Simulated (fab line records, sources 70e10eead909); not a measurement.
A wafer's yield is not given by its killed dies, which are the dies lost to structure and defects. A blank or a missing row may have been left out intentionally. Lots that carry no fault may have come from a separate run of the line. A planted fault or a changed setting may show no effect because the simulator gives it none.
What tool caused it? | flow nandHarc | 33 wafers from 11 lots sampled at 6 of the route's 1159 steps

## WHAT THE GAUGES READ, wafer by wafer
NHARC_END_SORT_01.
lot  | measured     | on        | killedAtArray
L192 | day 22 06:49 | prober-01 | 675 672 671
L191 | day 23 07:20 | prober-02 | 669 670 664

## WHAT TOOL EACH LOT RAN ON (gives the tool, then ch and the chambers of the sampled wafers, and finally the start)
lot  | NHARC_A_CHANNEL_HOLE_D1_ETCH_26 | NHARC_A_CHANNEL_HOLE_D1_ETCH_33 | NHARC_A_CHANNEL_FILL_D1_ETCHBACK_19 | NHARC_A_CHANNEL_FILL_D1_CVD_09  | NHARC_A_CHANNEL_FILL_D1_CMP_10
L180 | harEtch-02 ch 0,1, day 8 11:37  | harEtch-02 ch 0,1, day 8 11:49  | rieSi-06 ch 0,1,2, day 9 13:45      | lpcvdPoly-04 ch 0, day 10 09:56 | cmp-03 ch 0,3, day 10 13:11
L182 | harEtch-01 ch 0,1, day 8 22:54  | harEtch-01 ch 0,1, day 8 23:06  | rieSi-06 ch 0,1,2, day 10 03:15     | lpcvdPoly-01 ch 0, day 10 23:33 | cmp-02 ch 0,2,3, day 11 02:46
L186 | harEtch-02 ch 0,1, day 10 01:49 | harEtch-02 ch 0,1, day 10 02:01 | rieSi-03 ch 0,2,3, day 11 06:47     | lpcvdPoly-03 ch 0, day 12 02:34 | cmp-03 ch 0,2, day 12 05:48
L187 | harEtch-01 ch 0,1, day 10 01:58 | harEtch-01 ch 0,1, day 10 02:10 | rieSi-06 ch 1,2,3, day 11 06:47     | lpcvdPoly-03 ch 0, day 12 02:34 | cmp-03 ch 1,3, day 12 05:57
L190 | harEtch-01 ch 0,1, day 10 19:22 | harEtch-01 ch 0,1, day 10 19:34 | rieSi-01 ch 0,1,3, day 11 21:20     | lpcvdPoly-03 ch 0, day 12 17:18 | cmp-02 ch 0,1,2, day 12 20:37
L192 | harEtch-01 ch 0,1, day 11 12:29 | harEtch-01 ch 0,1, day 11 12:41 | rieSi-03 ch 0,1,3, day 12 15:25     | lpcvdPoly-04, day 13 13:57      | cmp-01 ch 0,1,3, day 13 17:07
L191 | harEtch-02 ch 0,1, day 12 12:47 | harEtch-02 ch 0,1, day 12 12:59 | rieSi-03 ch 0,3, day 13 15:07       | lpcvdPoly-03, day 14 14:52      | cmp-03 ch 0,1,3, day 14 18:05
L197 | harEtch-02 ch 1, day 12 19:19   | harEtch-02 ch 1, day 12 19:31   | rieSi-03 ch 0,1,2, day 13 23:10     | lpcvdPoly-03 ch 0, day 14 19:29 | cmp-02 ch 1,2, day 14 22:41
L196 | harEtch-01 ch 0,1, day 12 19:40 | harEtch-01 ch 0,1, day 12 19:52 | rieSi-06 ch 0,1,2, day 13 23:11     | lpcvdPoly-03 ch 0, day 14 19:29 | cmp-01 ch 1,2, day 14 22:41
L198 | harEtch-01 ch 0,1, day 13 03:28 | harEtch-01 ch 0,1, day 13 03:40 | rieSi-06 ch 0,1,2, day 14 06:35     | lpcvdPoly-03 ch 0, day 15 03:24 | cmp-02 ch 0,1, day 15 06:35
L199 | harEtch-02 ch 0,1, day 13 05:17 | harEtch-02 ch 0,1, day 13 05:29 | rieSi-01 ch 0,1,2, day 14 06:37     | lpcvdPoly-03 ch 0, day 15 03:24 | cmp-01 ch 0,1, day 15 06:35
- NHARC_A_CHANNEL_HOLE_D1_ETCH_26: etches the open film in C4F8/O2/Ar, time 224.1 s, target depth 300 nm.
- NHARC_A_CHANNEL_HOLE_D1_ETCH_33: etches the open film in C4F8/O2/Ar, time 90 s, target depth 400 nm.
- NHARC_A_CHANNEL_FILL_D1_ETCHBACK_19: etches the open film in HBr/Cl2, target depth 5 nm, time 1.7 s.
- NHARC_A_CHANNEL_FILL_D1_CVD_09: deposits poly-Si, target thk 150 nm, time 3000 s.
- NHARC_A_CHANNEL_FILL_D1_CMP_10: polishes, target thk 150 nm.

## THE ANSWER, worked out from the rows above alone
Rule: usual is defined by the lots themselves. Put in order of their means at a reading, lots are off if they are a third of the lots or fewer, leave a main group of 4 or more, and stand apart from it by a gap of 3 or more times the standard deviation of the main group's means; of several such gaps the widest counts. A main group is skipped when, at the precision printed for the reading in the tables above, its means are all equal. A lot without any number at a reading at which 4 lots or more have one is off too. The other lots that the step has rows for count as sound.
None of the lots is off at any reading shown; this tells nothing.

## WHAT WAS PUT IN BY THE SIMULATOR
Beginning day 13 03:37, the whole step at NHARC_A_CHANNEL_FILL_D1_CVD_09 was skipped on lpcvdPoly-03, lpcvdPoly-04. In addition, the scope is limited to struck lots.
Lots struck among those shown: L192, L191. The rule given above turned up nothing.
